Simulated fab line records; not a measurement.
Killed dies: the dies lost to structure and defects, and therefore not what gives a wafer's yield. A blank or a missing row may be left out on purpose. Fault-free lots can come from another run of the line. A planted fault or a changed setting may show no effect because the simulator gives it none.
A struck lot beside a sound one | flow n5-finfet | 38 out of 1938 route steps
Sound: these wafers, L309.2, L309.3, L309.6. Struck: wafer L302.5. (L302.1 of the same lot was not struck and is left out.) The cause comes at the end.
For every step that has rows: the tool of each side, followed by ch and its chambers, followed by its first start. Under that, the readings that differ: sound wafers | struck wafers | difference of the means | sigmas: that difference in standard deviations of wafers without a fault.
alike: same words and numbers on both sides, and readings whose means sit less than 2 such deviations apart. not compared: any withheld reading, any reading some wafer has no value for, any bound like >300 that may hide the same value, and any number with overlapping values for which the record gives no deviation.
A row with sigmas, a row that says differs or no value, or rows on one side alone: a step with any of these is where the two part. When numbers do not overlap yet have no deviation, they are printed without sigmas and do not part them. Lack of a reading on every wafer of one side parts them only where that side has two or more wafers.

first, 10 steps without rows for these wafers: N5_FIN_SAQP_ETCH_67 (etches SiNx in CH3F/O2, target depth 30 nm); N5_FIN_SAQP_STRIP_70 (strips in N2/H2); N5_FIN_SAQP_RECESS_71 (chemistry HF/NH3, target SiO2, target depth 3 nm, afs cycles 1, sublimation time 60 s); N5_FIN_SAQP_SPACER2_ALD_28 (deposits SiO2, target thk 8.1 nm, pulse time 1 s, purge time 2 s); N5_FIN_SAQP_SPACER2_ETCHBACK_29 (etches SiO2 in CHF3/O2, target depth 12.2 nm, time 6.1 s); N5_FIN_SAQP_MANDREL2_REMOVE_60 (chemistry HBr/Cl2/O2, target a-Si, stops on SiNx, bt time 10 s); N5_FIN_SAQP_HM_OPEN_33 (chemistry CH3F/O2, target SiNx, target depth 49.4 nm, time 70.6 s); N5_FIN_SAQP_ETCH_34 (etches SiO2 in C4F6/O2, target depth 45 nm, time 15 s); N5_FIN_SAQP_STRIP_77 (strips in N2/H2, time 90 s); N5_FIN_SAQP_ETCH_64 (etches SiO2 in CF4, target depth 1.5 nm).
N5_FIN_SAQP_FIN_ETCH_36: etches the open film in HBr/Cl2/O2, target depth 120 nm, time 50.4 s.
  sound on rie-si-05 ch 1,3, day 7 20:28; struck on rie-si-03 ch 0, day 6 02:20
  reading                                      | sound             | struck | difference | sigmas
  oes-product-au (a.u.)                        | 1.024 0.980 0.983 | 1.481  | +0.485     | +23
  model.FIN_SAQP.feature-depth-nm (nm)         | 121.2 118.6 117.6 | 195.4  | +76.3      |
  model.etch.depth-nm (nm)                     | 121.1 118.6 117.7 | 195.3  | +76.2      |
  model.SiNx_of_FIN_SAQP_HM_DEP_03.thk-nm (nm) | 20.4 20.8 21      | 13.8   | -6.9       |
  alike: drypump-motor-current-A, throttle-valve-pct
  not compared: rf-hours-counter-h
then, 3 steps without rows for these wafers: N5_FIN_SAQP_PRECLEAN_38 (cleans in O3/DIW, time 45 s); N5_FIN_SAQP_PRECLEAN_45 (cleans in dHF, time 10 s); N5_FIN_SAQP_SRD_39 (time 30 s).
N5_FIN_SAQP_OCD_MEAS_76:
  sound: ocd-01 at day 7 20:41; struck: ocd-01 at day 6 02:33
  reading              | sound             | struck | difference | sigmas
  trench-depth-nm (nm) | 121.0 118.5 117.7 | 195.6  | +76.5      | +51
then, 20 steps without rows for these wafers: N5_FIN_CUT_COAT_18 (time 60 s, resist thk 230 nm); N5_FIN_CUT_COAT_19 (time 60 s, resist thk 20 nm); N5_FIN_CUT_COAT_29 (time 60 s, resist thk 10 nm); N5_FIN_CUT_COAT_02 (resist thk 30 nm); N5_FIN_CUT_EBR_04; N5_FIN_CUT_SOFTBAKE_03 (time 60 s); N5_FIN_CUT_EXPOSE_05 (exposes mask FIN CUT); N5_FIN_CUT_PEB_06 (peb time 60 s); N5_FIN_CUT_DEVELOP_07 (develop time 30 s); N5_FIN_CUT_DESCUM_13 (chemistry O2, time 7 s); N5_FIN_CUT_ETCH_30 (etches underlayer in N2/H2, target depth 13 nm, time 10.4 s); N5_FIN_CUT_ETCH_20 (etches SiARC in CF4, target depth 26 nm, time 43.3 s); N5_FIN_CUT_ETCH_21 (etches SOC in N2/H2, target depth 219 nm, overetch 43.8 nm, time 523.5 s); N5_FIN_CUT_STRIP_23 (strips in N2/H2); N5_FIN_CUT_STRIP_31 (strips in N2/H2); N5_FIN_CUT_STRIP_24 (strips in CF4); N5_FIN_CUT_CUT_ETCH_26 (etches SiNx in CH3F/O2, target depth 39 nm, time 55.7 s); N5_FIN_CUT_CUT_ETCH_27 (etches SiO2 in CHF3/O2, target depth 4 nm, overetch 2 nm, time 4.9 s); N5_FIN_CUT_PRECLEAN_35 (cleans in vHF, time 13.3 s); N5_FIN_CUT_CUT_ETCH_15 (etches Si in HBr/Cl2/O2, target depth 100 nm, bt time 10 s, time 42.4 s).
N5_STI_FIN_REVEAL_RECESS_09: chemistry HF/NH3, target SiO2, afs cycles 11, target depth 42.5 nm, sublimation time 60 s.
  sound on vapor-etch-02 ch 0,1, day 8 03:58; struck on vapor-etch-01 ch 0, day 6 11:27
  reading                                      | sound          | struck | difference | sigmas
  model.SiNx_of_FIN_SAQP_HM_DEP_03.thk-nm (nm) | 17.4 17.8 18.2 | 10.8   | -7.0       |
  alike: drypump-motor-current-A, temp-c
-- a jump in the record: the struck wafers' starts before and after are 5 days apart (it breaks off in module STI_FIN_REVEAL and resumes in module BEOL_M4, where the first step shown is number 1111 of the route) --
N5_BEOL_M4_RC_MEAS_101:
  sound on prober-01 ch 0, day 14 20:13; struck on prober-02 ch 0, day 11 22:42
  reading       | sound          | struck | difference | sigmas
  DIBL_P (mV/V) | 42.9 37.8 38.2 | 34.2   | -5.4       | -2
  ION_N (uA/um) | 704 664 677    | 637    | -45        | -4
  ION_P (uA/um) | 461 454 455    | 438    | -19        | -3
  SS_P (mV/dec) | 75.0 73.7 74.5 | 72.4   | -2.0       | -3
  VT_N (mV)     | 245 253 251    | 257    | +7         | +2
  alike: DIBL_N, IOFF_N, IOFF_P, SS_N, VT_P
-- the record jumps here: 5 days lie between the struck wafers' starts before and after (it left off in module BEOL_M4 and takes up again in module PASSIVATION, whose first step shown is number 1936 of the route) --
N5_PASSIVATION_PROBE_49:
  sound: prober-02 at day 19 05:11; struck: prober-02 at day 16 23:31
  reading                | sound          | struck | difference | sigmas
  killed_at_M4_up        | 10 5 8         | 26     | +18        | +3
  sort_bin_4_leakage (%) | 0.25 0 0       | 0      | +0         | -4
  sort_bin_8_speed (%)   | 0 0 0          | 5.8    | +5.8       | +5
  sort-n-pass            | 1085 1105 1062 | 999    | -85        | -4
  sort-yield-pct (%)     | 91.9 93.6 90.0 | 84.7   | -7.1       | -4
  alike: defect-limited-yield, killed_at_M0_to_M3, killed-at-contacts, killed-at-front-end, killed-at-other, killed-dies, killed-on-rim, killed-open, killed-short, sort_bin_5_function, sort_bin_6_memory

WHERE THEY PART
First at N5_FIN_SAQP_FIN_ETCH_36; last, within this record, at N5_PASSIVATION_PROBE_49.

WHY: what had been put in by the simulator
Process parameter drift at N5_FIN_SAQP_FIN_ETCH_36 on rie-si-03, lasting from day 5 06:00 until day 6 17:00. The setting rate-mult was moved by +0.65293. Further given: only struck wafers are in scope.
